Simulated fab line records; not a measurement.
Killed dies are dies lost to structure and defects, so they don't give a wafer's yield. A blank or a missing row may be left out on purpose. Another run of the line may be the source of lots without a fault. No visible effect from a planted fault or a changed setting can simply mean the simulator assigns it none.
fab line records	flow n5Finfet
[record] lots = 4	wafers = 12	lastDay = 18
route steps=1938 shown BEOL_M2@921 BEOL_M3@931 BEOL_M4@1111
lots untouched by any fault: they come from a run of this same line in which no faults occurred
startH: the number of hours between the record's first day and the start of the first shown wafer of the lot	waitH: hours since the lot's step before	" as in the row above	L1.1+2: several wafers, shown together as one row	- value missing, or start not given	* or withheld: withheld	< > ~ a bound
route shown NAME@n: names a module that has steps shown in the file, with the first one's number in the route	usual: mean/standard deviation taken from wafers without a fault	same: alike in all rows	chamber/n: place in a boat	sites: readings site by site	_std_site: standard deviation across them	_edge_site: outer sites' mean less inner sites'	radiusMm: how far each site lies from the wafer's centre	mask NAME#n: copy n	behind: the tool/chamber that last shaped the wafer	hold: reason for holding the lot/hours on hold/outcome of the hold	device: which transistor (n, p or np) failed to switch	end of line: the same wafers' tests at the end of the route	for a step that has no rows: nothing shown but its recipe	killed: at the first sort, the dies lost to defects and structure; wafer yield is something else	map: dies across one wafer; x = killed, . = not, _ = none there
set.NAME: the setting that was run; set.NAME@STEP: the one run at that earlier step	model.NAME: the simulator's own value behind a step, which no gauge read
certain route steps with their lots: each step a table, each wafer a row
services: a tool's chamber out of use, with start hour (startH, from the record's first day; less than 0 if before it), hours out, and reason
[[steps]]
[step N5_BEOL_M2_ECD_50]
[recipe] material = Cu	targetThkA = 3000
[step N5_BEOL_M2_ANNEAL_51]
[recipe] tempC = 225	timeS = 90	ambient = N2
[step N5_BEOL_M2_CMP_52]
[recipe] stopOn = SiOC	tOverpolishS = 6.8	downForcePsi = 1	platenRpm = 50	clearingPlatenDownForcePsi = 1.5	clearingPlatenRpm = 50	postCmpClean = cuAlkaline	targetThkNm = 40	clearingPlatenPadVelocityMS = 0.99484	padVelocityMS = 0.99484
[step N5_BEOL_M2_PRE_CLEAN_60]
[recipe] gas = NH3/H2	timeS = 15	tempC = *	rfPowerW = 300
[step N5_BEOL_M2_CO_CAP_55]
[recipe] material = Co	targetThkA = 20	tempC = 200	precursor = CCTBA/H2	pressureTorr = 30	timeS = 102.1
[step N5_BEOL_M2_PRE_CLEAN_56]
[recipe] gas = NH3	timeS = 15	tempC = withheld	rfPowerW = 300
[step N5_BEOL_M2_DEP_57]
[recipe] material = SiCN	targetThkA = 80	tempC = withheld	precursor = 3MS/NH3	pressureTorr = 3	rfW = 202	timeS = 14
[step N5_BEOL_M3_ILD_DEP_00]
[recipe] material = SiOC	targetThkA = 790	tempC = 350	precursor = DEMS/O2	pressureTorr = 5	rfW = 500	timeS = 15.3
[step N5_BEOL_M3_PECVD_72]
[recipe] material = SiO2	targetThkA = 160	tempC = 400	precursor = TEOS/O2	pressureTorr = 5.5	rfW = 450	teosFlowSccm = 53.8	gas = O2	flowSccm = 3000	timeS = 18
[usual] heaterPowerOuterW = 423/75	heaterPowerW = 715/89	showerheadPlenumPTorr = 8.79/0.064	susceptorTempC = 399.99/0.23	throttleValvePct = 22.1/1.4
lot.wafer	tool	chamber	startH	waitH	heaterPowerOuterW	heaterPowerW	showerheadPlenumPTorr	susceptorTempC	throttleValvePct	model.SiO2_of_BEOL_M3_PECVD_72.thkNm
L534.2	pecvd-01	1	204.38	0.0	372	683	8.75	399.83	24.1	15.8
L534.5	"	0	"	"	525	809	8.79	399.79	21.0	16.4
L534.6	"	1	"	"	378	692	8.74	399.93	24.0	16.4
L542.1	pecvd-01	0	252.88	0.0	543	841	8.77	399.84	21.2	15.8
L542.3	"	1	"	"	286	581	8.72	387.77	24.0	17
L542.4	"	1	"	"	305	586	8.75	387.66	24.1	17.2
L545.2	pecvd-01	0	275.11	0.0	583	853	8.75	400.27	21.2	16
L545.3	"	1	"	"	358	682	8.72	387.43	24.0	17.4
L545.4	"	0	"	"	571	897	8.80	400.21	21.2	16.2
L547.2	pecvd-04	2	283.82	0.0	405	671	8.77	399.74	21.2	16
L547.3	"	1	"	"	486	815	8.86	400.26	21.3	16
L547.6	"	1	"	"	489	810	8.86	400.18	21.5	16.2
[step N5_BEOL_M3_HM_DEP_02]
[recipe] material = TiN	targetThkA = 200	tempC = 25	chamberPressurePa = 0.49996
[step N5_BEOL_M3_COAT_61]
[recipe] resist = SOC	tempC = 250	timeS = 60	spinRpm = 1500	resistThkNm = 60
[step N5_BEOL_M3_COAT_62]
[recipe] resist = SiARC	tempC = 220	timeS = 60	spinRpm = 1500	resistThkNm = 12
[step N5_BEOL_M3_COAT_73]
[recipe] resist = underlayer	tempC = 205	timeS = 60	spinRpm = 1500	resistThkNm = 5
[step N5_BEOL_M3_COAT_05]
[recipe] resist = CAR-EUV	spinRpm = 1500	resistThkNm = 30
[step N5_BEOL_M3_EBR_07]
[recipe] solvent = PGMEA	ebrWidthMm = 1.5
[step N5_BEOL_M3_SOFTBAKE_06]
[recipe] tempC = 110	timeS = 60	resist = CAR-EUV
[step N5_BEOL_M3_EXPOSE_08]
[recipe] maskId = M3	na = 0.33	sourceShape = dipole	sigmaInner = 0.369	sigmaOuter = 0.767	polarization = unpolarized	doseMj = 33
[step N5_BEOL_M3_PEB_09]
[recipe] pebTempC = 100	pebTimeS = 60	resist = CAR-EUV
[step N5_BEOL_M3_DEVELOP_10]
[recipe] developTimeS = 30	developer = TMAH	resist = CAR-EUV	rinseLiquid = surfactantRinse	dry = airSpin	devTempC = 23
[step N5_BEOL_M3_DESCUM_16]
[recipe] chemistry = O2	timeS = 7	sourcePowerW = 50	biasPowerW = 20	pressureMtorr = 20	rfFrequencyHz = 2.712e+07	tempC = 40	resist = CAR-EUV	o2FlowSccm = 225
[step N5_BEOL_M3_ETCH_74]
[recipe] chemistry = N2/H2	target = underlayer	targetDepthA = 65	maskMaterial = CAR-EUV	timeS = 5.2	ionEnergyEv = 200	pressureMtorr = 30	sourceW = 840	biasW = 150	n2FlowSccm = 200	h2FlowSccm = 200	ends = cleared
[step N5_BEOL_M3_ETCH_63]
[recipe] chemistry = CF4	target = SiARC	targetDepthA = 156	maskMaterial = CAR-EUV	timeS = 26	ionEnergyEv = 80	pressureMtorr = 40	sourceW = 545	biasW = 36	Ar_flow_sccm = 100	cf4FlowSccm = 100	ends = cleared
[step N5_BEOL_M3_ETCH_64]
[recipe] chemistry = N2/H2	target = SOC	targetDepthA = 750	overetchA = 150	maskMaterial = SiARC	tempC = 40	timeS = 112.5	ionEnergyEv = 200	pressureMtorr = 30	sourceW = 840	biasW = 150	n2FlowSccm = 200	h2FlowSccm = 200
[step N5_BEOL_M3_STRIP_65]
[recipe] chemistry = N2/H2	tempC = 40	n2FlowSccm = 200	h2FlowSccm = 200	rfFrequencyHz = 6e+07
[step N5_BEOL_M3_STRIP_75]
[recipe] chemistry = N2/H2	tempC = 40	n2FlowSccm = 200	h2FlowSccm = 200	rfFrequencyHz = 6e+07
[step N5_BEOL_M3_STRIP_66]
[recipe] chemistry = CF4	resist = SiARC	powerW = 300	biasPowerW = 75	pressureMtorr = 50	cf4FlowSccm = 150	rfFrequencyHz = 6e+07
[step N5_BEOL_M3_HM_OPEN_17]
[recipe] chemistry = Cl2/BCl3	targetDepthA = 200	overetchA = 60	target = TiN	maskMaterial = SOC	ionEnergyEv = 150	pressureMtorr = 10	icpW = 1000	biasW = 126	Cl2_flow_sccm = 53.25	bcl3FlowSccm = 21.75	Ar_flow_sccm = 25
[step N5_BEOL_M3_STRIP_19]
[recipe] chemistry = O2	powerW = 400	tempC = 40	pressureMtorr = 30	rfFrequencyHz = 6e+07	biasPowerW = 0	overashFraction = 0.2	o2FlowSccm = 225
[step N5_BEOL_M3_COAT_67]
[recipe] resist = SOC	tempC = 250	timeS = 60	spinRpm = 1500	resistThkNm = 60
[step N5_BEOL_M3_COAT_68]
[recipe] resist = SiARC	tempC = 220	timeS = 60	spinRpm = 1500	resistThkNm = 12
[step N5_BEOL_M3_COAT_76]
[recipe] resist = underlayer	tempC = 205	timeS = 60	spinRpm = 1500	resistThkNm = 5
[step N5_BEOL_M3_COAT_22]
[recipe] resist = CAR-EUV	spinRpm = 1500	resistThkNm = 30
[step N5_BEOL_M3_EBR_24]
[recipe] solvent = PGMEA	ebrWidthMm = 1.5
[step N5_BEOL_M3_SOFTBAKE_23]
[recipe] tempC = 110	timeS = 60	resist = CAR-EUV
[step N5_BEOL_M3_HM_STRIP_39]
[recipe] chemistry = peroxideTinStrip	material = TiN	targetDepthA = 250	tempC = 50	timeS = 158
lot.wafer	tool	chamber	startH	waitH	model.SiO2_of_BEOL_M3_PECVD_72.thkNm
L534.2	wetBench-04	6	217.85	0.0	15.8
L534.5+6	"	0,7	"	"	16.2
L542.1	wetBench-06	1	265.94	0.0	15.6
L542.3	"	6	"	"	16.8
L542.4	"	0	"	"	17
L545.2	wetBench-02	3	283.76	0.0	15.8
L545.3	"	4	"	"	17.2
L545.4	"	5	"	"	16
L547.2+3	wetBench-06	1,3	302.63	0.0	15.8
L547.6	"	7	"	"	16.2
[step N5_BEOL_M4_RC_MEAS_101]
[usual] DIBL_N = 35.4/2.1	DIBL_P = 34.8/2.6	IOFF_N = 0.15/0.037	IOFF_P = 0.19/0.037	ION_N = 677/16	ION_P = 462/9.3	SS_N = 71.4/0.75	SS_P = 72.9/0.77	VT_N = 250/3.7	VT_P = -251/3.5
lot.wafer	tool	chamber	startH	waitH	DIBL_N[mV/V]	DIBL_P[mV/V]	IOFF_N[nA/um]	IOFF_P[nA/um]	ION_N[uA/um]	ION_P[uA/um]	SS_N[mV/dec]	SS_P[mV/dec]	VT_N[mV]	VT_P[mV]
L534.2	prober-01	0	231.49	0.8	37.8	36.2	0.17	0.22	672	460	71.9	73.0	250	-248
L534.5	"	0	"	"	36.2	34.3	0.14	0.20	684	466	71.4	72.4	248	-249
L534.6	"	0	"	"	36.7	34.1	0.15	0.20	675	460	71.2	72.7	247	-251
L542.1	prober-01	0	283.59	0.0	34.0	34.2	0.12	0.17	682	463	71.2	73.4	255	-253
L542.3	"	0	"	"	36.5	36.7	0.16	0.20	683	460	70.8	73.9	249	-251
L542.4	"	0	"	"	32.3	32.6	0.11	0.16	661	461	70.5	72.2	256	-252
L545.2	prober-01	0	303.96	0.4	34.6	33.3	0.14	0.18	689	466	70.8	73.1	249	-250
L545.3	"	0	"	"	34.0	33.2	0.13	0.18	675	467	71.4	72.7	251	-249
L545.4	"	0	"	"	36.0	35.2	0.17	0.20	711	477	71.4	73.9	246	-252
L547.2	prober-02	0	326.19	0.2	36.8	37.0	0.18	0.19	703	462	72.1	73.5	248	-252
L547.3	"	0	"	"	34.6	36.3	0.15	0.20	689	468	71.3	72.6	247	-252
L547.6	"	0	"	"	33.5	32.9	0.12	0.15	680	463	71.7	72.2	251	-256
[[services]]
tool	chamber	startH	hours	kind
pecvd-04	1	188.62	2.1	scheduledDown
pecvd-01	2	202.38	-	clean
pecvd-01	2	202.38	-	consumableReplace:showerhead
pecvd-01	2	202.38	29.0	scheduledDown
pecvd-01	2	202.38	29.0	ventCycle
pecvd-01	1	234.87	10.4	repair
pecvd-04	-	255.35	2.8	pm
pecvd-01	1	262.38	5.5	scheduledDown
[[key]]
[firstSign] step = N5_BEOL_M3_PECVD_72	reading = susceptorTempC	direction = down	sigmas = 55	usual = *	struck = *
effect none on later readings
[modelEffect] step = N5_BEOL_M3_PECVD_72	value = SiO2_of_BEOL_M3_PECVD_72.thkNm	without = 16	struck = 17.2
[modelEffect] step = N5_BEOL_M3_HM_STRIP_39	value = SiO2_of_BEOL_M3_PECVD_72.thkNm	without = 15.8	struck = 17
metAt N5_BEOL_M3_PECVD_72
struckWafers L542.3,L542.4,L545.3
onsetBetween 204.38 252.88
[fault] kind = processParameterDrift	tool = pecvd-01	chamber = 1	onsetH = 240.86	steps = N5_BEOL_M3_PECVD_72	channel = tempC	offset = *	shape = step	endH = 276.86	actsIn = *	stated = *
